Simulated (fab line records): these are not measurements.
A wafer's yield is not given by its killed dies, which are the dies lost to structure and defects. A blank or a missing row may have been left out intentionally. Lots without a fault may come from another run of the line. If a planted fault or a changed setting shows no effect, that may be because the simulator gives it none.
fab line records -- flow nand-harc
[record] lots = 12, wafers = 36, last-day = 33
route steps=1302 shown A_BONDPAD@1223 THIN_TSV@1268 END@1302
lots that met no fault: from a run of the same line without faults
start-h: hours from the record's opening day to when the first of the lot's shown wafers began -- wait-h: hours from the lot's prior step to this one -- " same as the row above -- L1.1+2: one row covering several wafers at once -- - no value, or no start was given -- * or withheld: withheld -- < > ~ a bound
route shown NAME@n: NAME is a module with steps in the file, n the number in the route of the first one -- usual: mean/standard deviation of fault-free wafers -- same: alike in all rows -- chamber/n: place in a boat -- sites: the reading at each site -- _std_site: the values' standard deviation -- _edge_site: inner sites' mean taken away from outer sites' mean -- radius-mm: how far each site lies from the wafer's centre -- mask NAME#n: copy n -- behind: tool/chamber where the wafer was last shaped -- hold: why the lot was held/for how many hours/how that ended -- device: the transistor (n, p or np) that didn't switch -- end of line: the tests these same wafers got at the end of their route -- a step without rows: its recipe alone -- killed: the dies lost at the first sort to structure and to defects; this is not the yield of the wafer -- map: shows each die of a wafer: x if killed, . if not, _ if none is there
set.NAME: the run value of the setting; set.NAME@STEP: its run value at that earlier step -- model.NAME: the simulator's own value behind a step, which no gauge read
one table for each step of the route and one row for each wafer, over a sample of lots
services: a tool's chamber out of use, with start hour (start-h, from the record's first day; less than 0 if before it), hours out, and reason
[[steps]]
[step NHARC_A_BONDPAD_ETCH_24]
[recipe] target-depth-a = 300, over-etch-frac = 0.3, time-s = 72.99, ion-energy-ev = 150, cf4-flow-sccm = 50, n2-flow-sccm = 100, ar-flow-sccm = 150, rf-w = 300, bias-w = 100, chemistry = CF4/N2
[usual] bias-w = 100.0/0.3, drypump-motor-current-A = 5.8/0.44, mfc-ar-sccm = 150.0/0.46, oes-product-au = 0.998/0.0067, rf-vpp-V = 313.8/1.5, showerhead-plenum-p-Torr = 2.60/0.073, throttle-valve-pct = 19.793/0.0087
[same] time-s = 72.99
lot.wafer,tool,chamber,start-h,wait-h,bias-w,drypump-motor-current-A,mfc-ar-sccm,oes-product-au,rf-hours-counter-h,rf-vpp-V,showerhead-plenum-p-Torr,throttle-valve-pct
L624.3,rie-diel-07,2,540.30,-,100.1,5.8,150.0,0.991,1,316.4,2.67,19.796
L624.2,rie-diel-07,3,540.30,-,99.9,6.5,150.6,1.002,2,310.5,2.49,19.794
L624.6,rie-diel-07,2,540.30,-,100.0,5.7,149.5,0.998,-,314.9,2.67,19.782
L625.2,rie-diel-07,1,541.26,-,99.9,5.7,150.2,0.985,2,313.8,2.61,19.808
L625.4,rie-diel-07,0,541.26,-,101.0,5.9,150.5,0.985,1,315.2,2.74,19.793
L625.5,rie-diel-07,2,541.26,-,99.9,5.7,149.8,0.999,-,314.4,2.67,19.793
L626.2,rie-diel-12,1,554.90,-,99.6,5.8,149.5,0.994,20,313.7,2.62,19.786
L626.5,rie-diel-12,2,554.90,-,100.1,5.1,149.4,0.995,-,312.9,2.55,19.781
L626.6,rie-diel-12,3,554.90,-,100.3,6.5,149.3,0.994,-,314.3,2.56,19.793
L627.3,rie-diel-12,2,558.08,-,100.0,5.1,149.7,0.998,19,312.8,2.55,19.778
L627.4,rie-diel-12,3,558.08,-,99.8,6.5,150.1,1.001,18,312.2,2.56,19.809
L627.5,rie-diel-12,0,558.08,-,100.0,5.5,149.8,1.008,-,313.2,2.61,19.779
L629.2,rie-diel-07,1,566.24,-,100.1,5.7,149.6,0.997,2,314.9,2.61,19.794
L629.3,rie-diel-07,2,566.24,-,99.6,5.8,149.9,1.000,2,316.6,2.67,19.788
L629.5,rie-diel-07,2,566.24,-,99.8,5.8,150.0,1.007,-,314.6,2.67,19.789
L630.3,rie-diel-07,1,603.36,-,99.9,5.7,150.2,0.988,3,313.8,2.61,19.806
L630.5,rie-diel-07,1,603.36,-,100.0,5.7,150.0,0.992,-,314.3,2.61,19.790
L630.6,rie-diel-07,2,603.36,-,100.4,5.8,150.1,1.000,-,317.1,2.67,19.795
L633.2,rie-diel-07,3,620.27,-,100.0,6.5,150.1,0.999,3,312.0,2.49,19.773
L633.5,rie-diel-07,0,620.27,-,100.2,5.9,150.2,0.991,-,315.6,2.74,19.784
L633.6,rie-diel-07,1,620.27,-,100.4,5.7,149.6,1.000,-,313.8,2.61,19.783
L634.4,rie-diel-12,1,654.84,-,100.1,5.8,149.2,0.992,3,314.1,2.61,19.791
L634.6,rie-diel-12,3,654.84,-,100.1,6.5,150.4,0.996,-,312.8,2.56,19.807
L634.5,rie-diel-12,0,654.84,-,100.1,5.5,150.4,1.007,-,313.0,2.60,19.797
L642.2,rie-diel-12,1,710.22,-,99.5,5.8,149.9,0.987,15,313.6,2.61,19.792
L642.1,rie-diel-12,3,710.22,-,99.9,6.5,150.2,1.004,17,311.7,2.55,19.791
L642.5,rie-diel-12,1,710.22,-,99.8,5.8,149.8,0.995,-,315.1,2.61,19.807
L643.4,rie-diel-07,2,716.78,-,99.8,5.8,149.8,0.991,1,315.6,2.67,19.792
L643.2,rie-diel-07,3,716.78,-,99.9,6.5,150.5,0.995,1,313.8,2.49,19.792
L643.3,rie-diel-07,0,716.78,-,99.8,6.0,150.5,0.995,1,317.0,2.74,19.799
L644.2,rie-diel-07,1,736.35,0.1,100.0,5.7,150.2,0.997,2,312.5,2.61,19.792
L644.5,rie-diel-07,1,736.35,0.1,99.9,5.7,150.6,0.995,-,313.5,2.61,19.800
L644.4,rie-diel-07,2,736.35,0.1,99.8,5.8,150.5,1.000,-,314.6,2.67,19.794
L647.2,rie-diel-06,3,764.62,-,100.6,5.9,150.0,1.000,34,312.9,2.48,19.790
L647.1,rie-diel-06,1,764.62,-,99.6,5.8,149.8,1.006,23,313.1,2.65,19.803
L647.5,rie-diel-06,0,764.62,-,100.0,5.7,150.2,0.994,-,313.9,2.54,19.784
[step NHARC_THIN_TSV_ETCHBACK_48]
[recipe] target-depth-a = 10285, over-etch-frac = 0.3, time-s = 405.17, ion-energy-ev = 250, c4f8-flow-sccm = withheld, ar-flow-sccm = withheld, rf-w = 600, bias-w = 300, chemistry = C4F8/Ar
[usual] bias-w = 299.9/0.84, oes-product-au = 0.938/0.024, rf-vpp-V = 547.3/2.9
lot.wafer,tool,chamber,start-h,wait-h,bias-w,oes-product-au,rf-hours-counter-h,rf-vpp-V
L625.2,rie-diel-10,1,557.71,-,299.8,0.918,6,546.1
L625.4,rie-diel-10,2,557.71,-,299.8,0.916,5,542.1
L625.5,rie-diel-10,2,557.71,-,299.9,0.917,-,542.8
L624.2,rie-diel-02,2,559.53,-,300.1,0.924,8,548.5
L624.3,rie-diel-02,0,559.53,-,300.0,0.925,8,547.1
L624.6,rie-diel-02,2,559.53,-,300.3,0.921,-,550.3
L626.2,rie-diel-10,0,572.18,-,299.8,0.923,6,545.6
L626.6,rie-diel-10,3,572.18,-,300.7,0.909,-,548.6
L626.5,rie-diel-10,0,572.18,-,299.4,0.921,-,544.6
L627.3,rie-diel-10,3,573.67,-,299.9,0.920,6,548.0
L627.4,rie-diel-10,0,573.67,-,300.1,0.922,7,545.3
L627.5,rie-diel-10,2,573.67,-,299.6,0.918,-,541.8
L629.3,rie-diel-10,1,584.54,-,300.6,0.927,8,545.6
L629.2,rie-diel-10,0,584.54,-,300.5,0.921,7,545.2
L629.5,rie-diel-10,2,584.54,-,299.9,0.909,-,542.4
L630.3,rie-diel-10,3,621.20,-,300.0,0.945,2,549.6
L630.6,rie-diel-10,1,621.20,-,300.4,0.975,-,544.2
L630.5,rie-diel-10,0,621.20,-,299.2,0.962,-,546.0
L633.2,rie-diel-10,1,637.24,-,300.1,0.966,2,545.1
L633.6,rie-diel-10,3,637.24,-,299.6,0.938,-,549.2
L633.5,rie-diel-10,0,637.24,-,300.2,0.944,-,545.3
L634.4,rie-diel-10,3,671.88,-,300.8,0.917,4,549.6
L634.5,rie-diel-10,1,671.88,-,299.9,0.931,-,545.2
L634.6,rie-diel-10,2,671.88,-,298.9,0.915,-,542.1
L642.2,rie-diel-10,2,729.25,-,300.3,0.915,6,541.9
L642.1,rie-diel-10,1,729.25,-,299.9,0.917,7,544.9
L642.5,rie-diel-10,3,729.25,-,299.1,0.924,-,548.0
L643.4,rie-diel-05,2,733.85,0.3,298.2,0.933,9,551.1
L643.2,rie-diel-05,3,733.85,0.3,298.8,0.920,8,547.4
L643.3,rie-diel-05,0,733.85,0.3,300.9,0.926,8,549.6
L644.4,rie-diel-02,2,771.54,-,299.8,0.967,1,549.2
L644.2,rie-diel-02,3,771.54,-,301.2,0.960,1,551.0
L644.5,rie-diel-02,1,771.54,-,300.0,0.962,-,552.3
L647.2,rie-diel-02,0,780.16,-,299.9,0.956,2,546.4
L647.1,rie-diel-02,1,780.16,-,300.0,0.955,2,551.1
L647.5,rie-diel-02,1,780.16,-,299.9,0.952,-,553.3
[step NHARC_THIN_TSV_PVD_51]
[recipe] target-thk-a = 1000, chamber-pressure-pa = 5, material = Cu
[usual] throttle-valve-pct = 29.6/1.1
lot.wafer,tool,chamber,start-h,wait-h,throttle-valve-pct
L625.4,pvd-sputter-02,-,-,-,29.5
L625.2,pvd-sputter-02,-,-,-,29.4
L625.5,pvd-sputter-02,-,-,-,29.6
L624.3,pvd-sputter-02,-,-,-,28.4
L624.2,pvd-sputter-02,-,-,-,28.6
L624.6,pvd-sputter-02,-,-,-,28.5
L626.2,pvd-sputter-03,-,-,-,28.2
L626.6,pvd-sputter-03,-,-,-,28.3
L626.5,pvd-sputter-03,-,-,-,29.0
L627.4,pvd-sputter-01,-,-,-,29.3
L627.3,pvd-sputter-01,-,-,-,30.8
L627.5,pvd-sputter-01,-,-,-,29.7
L629.3,pvd-sputter-03,-,-,-,31.0
L629.2,pvd-sputter-03,-,-,-,28.1
L629.5,pvd-sputter-03,-,-,-,31.1
L630.3,pvd-sputter-01,-,-,-,29.7
L630.6,pvd-sputter-01,-,-,-,29.3
L630.5,pvd-sputter-01,-,-,-,29.5
L633.2,pvd-sputter-03,-,-,-,28.3
L633.5,pvd-sputter-03,-,-,-,30.7
L633.6,pvd-sputter-03,-,-,-,28.1
L634.4,pvd-sputter-01,-,-,-,29.6
L634.6,pvd-sputter-01,-,-,-,29.7
L634.5,pvd-sputter-01,-,-,-,31.0
L642.1,pvd-sputter-03,-,-,-,30.9
L642.2,pvd-sputter-03,-,-,-,28.3
L642.5,pvd-sputter-03,-,-,-,30.5
L643.2,pvd-sputter-02,-,-,-,29.2
L643.4,pvd-sputter-02,-,-,-,29.5
L643.3,pvd-sputter-02,-,-,-,29.6
L644.4,pvd-sputter-02,-,-,-,29.5
L644.2,pvd-sputter-02,-,-,-,29.2
L644.5,pvd-sputter-02,-,-,-,29.1
L647.1,pvd-sputter-01,-,-,-,29.6
L647.2,pvd-sputter-01,-,-,-,31.3
L647.5,pvd-sputter-01,-,-,-,29.5
[step NHARC_THIN_TSV_CMP_21]
[recipe] t-overpolish-s = 30, target-thk-nm = 2000
[usual] motor-current-A = 11.9/1.4, overpolish-run-s = 30.000/0.0092
lot.wafer,tool,chamber,start-h,wait-h,motor-current-A,overpolish-run-s
L625.2,cmp-04,1,559.80,-,12.7,29.992
L625.4,cmp-04,3,559.80,-,12.0,29.993
L625.5,cmp-04,0,559.80,-,12.8,29.997
L624.2,cmp-02,3,561.57,-,13.3,29.995
L624.3,cmp-02,0,561.57,-,12.9,29.989
L624.6,cmp-02,2,561.57,-,10.3,30.002
L626.2,cmp-01,0,574.47,-,10.4,29.990
L626.6,cmp-01,2,574.47,-,11.6,30.010
L626.5,cmp-01,3,574.47,-,10.7,29.990
L627.3,cmp-02,3,575.64,-,12.9,30.009
L627.4,cmp-02,0,575.64,-,13.8,29.993
L627.5,cmp-02,0,575.64,-,13.3,30.006
L629.2,cmp-01,0,586.63,-,10.3,30.012
L629.3,cmp-01,2,586.63,-,11.0,29.997
L629.5,cmp-01,3,586.63,-,10.7,30.009
L630.3,cmp-01,1,623.59,-,11.0,30.019
L630.5,cmp-01,0,623.59,-,9.6,29.997
L630.6,cmp-01,1,623.59,-,10.4,30.001
L633.2,cmp-01,1,639.29,-,10.5,30.007
L633.6,cmp-01,3,639.29,-,10.0,29.988
L633.5,cmp-01,0,639.29,-,10.2,29.997
L634.4,cmp-02,0,673.93,-,13.2,30.002
L634.5,cmp-02,0,673.93,-,13.1,29.993
L634.6,cmp-02,1,673.93,-,11.9,29.994
L642.1,cmp-01,2,731.32,-,11.5,30.000
L642.2,cmp-01,3,731.32,-,10.4,29.976
L642.5,cmp-01,2,731.32,-,11.6,29.982
L643.2,cmp-02,2,735.93,-,10.4,29.994
L643.3,cmp-02,0,735.93,-,12.9,30.003
L643.4,cmp-02,1,735.93,-,12.4,30.001
L644.4,cmp-04,3,774.15,-,11.3,30.002
L644.2,cmp-04,1,774.15,-,12.7,29.999
L644.5,cmp-04,2,774.15,-,15.5,29.995
L647.2,cmp-02,3,782.28,-,12.6,30.004
L647.1,cmp-02,0,782.28,-,12.9,29.991
L647.5,cmp-02,2,782.28,-,10.3,30.009
[step NHARC_END_SORT_01]
[recipe] temp-c = 25
[usual] defect-limited-yield = 90.7/2.6, killed-at-array = 59/17, killed-at-other = 0.7/0.9, killed-at-periphery = 3.6/2.3, killed-dies = 63/18, killed-open = 3.4/1.9, killed-short = 2.6/1.7
[same] gross-dies = 677
lot.wafer,tool,chamber,start-h,wait-h,defect-limited-yield[%],killed-at-array,killed-at-other,killed-at-periphery,killed-dies,killed-open,killed-short
L642.1,prober-01,0,752.21,2.5,92.6,47,1,2,50,3,3
L642.2,prober-01,0,753.01,2.8,84.9,100,0,2,102,2,1
L642.5,prober-01,0,755.40,3.7,79.6,134,2,2,138,6,5
// killed by level:class
L642.1 A_CHANNEL_HOLE_D1:chamber-film-flake=29 A_CONTACT:chamber-film-flake=4 A_SLIT:chamber-film-flake=3 A_CHANNEL_FILL_D1:chamber-film-flake=2 A_STAIRCASE:chamber-film-flake=2 A_SGD_CUT:chamber-film-flake=2 P_GATE:geometric-particle:open=1 P_CONTACT:geometric-particle:short=1
L642.2 A_BONDPAD:unspecified=79 A_CHANNEL_HOLE_D1:chamber-film-flake=8 A_SLIT:chamber-film-flake=6 A_CONTACT:chamber-film-flake=5 P_GATE:geometric-particle:short=1 P_CONTACT:geometric-particle:open=1 A_CHANNEL_FILL_D2:geometric-particle:open=1 A_ZERO_WELL:chamber-film-flake=1
L642.5 A_BONDPAD:unspecified=84 A_CHANNEL_HOLE_D1:chamber-film-flake=35 A_CONTACT:chamber-film-flake=3 A_ONON_D2:geometric-particle:short=2 A_CHANNEL_FILL_D2:geometric-particle:open=2 THIN_TSV:chamber-film-flake=2 P_CONTACT:geometric-particle:open=1 A_SOURCE_PLATE:geometric-particle:short=1
[[services]]
tool,chamber,start-h,hours,kind
cmp-02,-,518.75,0.4,repair
rie-diel-10,3,521.30,9.5,repair
cmp-02,-,526.58,4.0,pm
rie-diel-10,2,534.59,5.0,repair
pvd-sputter-03,-,557.91,10.0,pm
rie-diel-10,3,574.85,7.8,repair
cmp-01,-,577.78,4.0,pm
cmp-02,-,582.44,1.7,repair
pvd-sputter-01,-,590.74,10.0,pm
rie-diel-10,-,596.50,9.0,pm
rie-diel-12,-,622.40,9.0,pm
cmp-02,-,624.58,4.0,pm
rie-diel-07,3,627.26,2.8,repair
rie-diel-07,0,646.57,4.4,repair
rie-diel-07,-,648.20,9.0,pm
rie-diel-10,2,675.40,12.7,repair
cmp-01,-,675.78,4.0,pm
cmp-02,-,706.81,1.1,repair
cmp-02,-,722.58,4.0,pm
rie-diel-07,3,723.52,17.9,repair
cmp-01,-,759.16,0.7,repair
rie-diel-10,-,773.50,9.0,pm
cmp-01,-,773.78,4.0,pm
cmp-01,-,778.66,4.1,repair
[[key]]
[first-sign] step = NHARC_END_SORT_01, reading = killed-at-array, direction = up, sigmas = 3.4, usual = 59, struck = 117
[effect] step = NHARC_END_SORT_01, reading = killed-dies, direction = up, sigmas = 3.2, usual = 63, struck = 120
[more-kills-born-at] NHARC_A_BONDPAD_ETCH_24@rie-diel-12 = 163
met-at NHARC_A_BONDPAD_ETCH_24
struck-lots L642
struck-wafers L642.2,L642.5
not-acting-at NHARC_THIN_TSV_ETCHBACK_48,NHARC_THIN_TSV_PVD_51,NHARC_THIN_TSV_CMP_21
onset-between 654.84 710.22
[fault] kind = chamber-particle-source, tool = rie-diel-12, chamber = 1, onset-h = 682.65, steps = NHARC_A_BONDPAD_ETCH_24, rate-per-visit-cm2 = 0.74946, end-h = 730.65
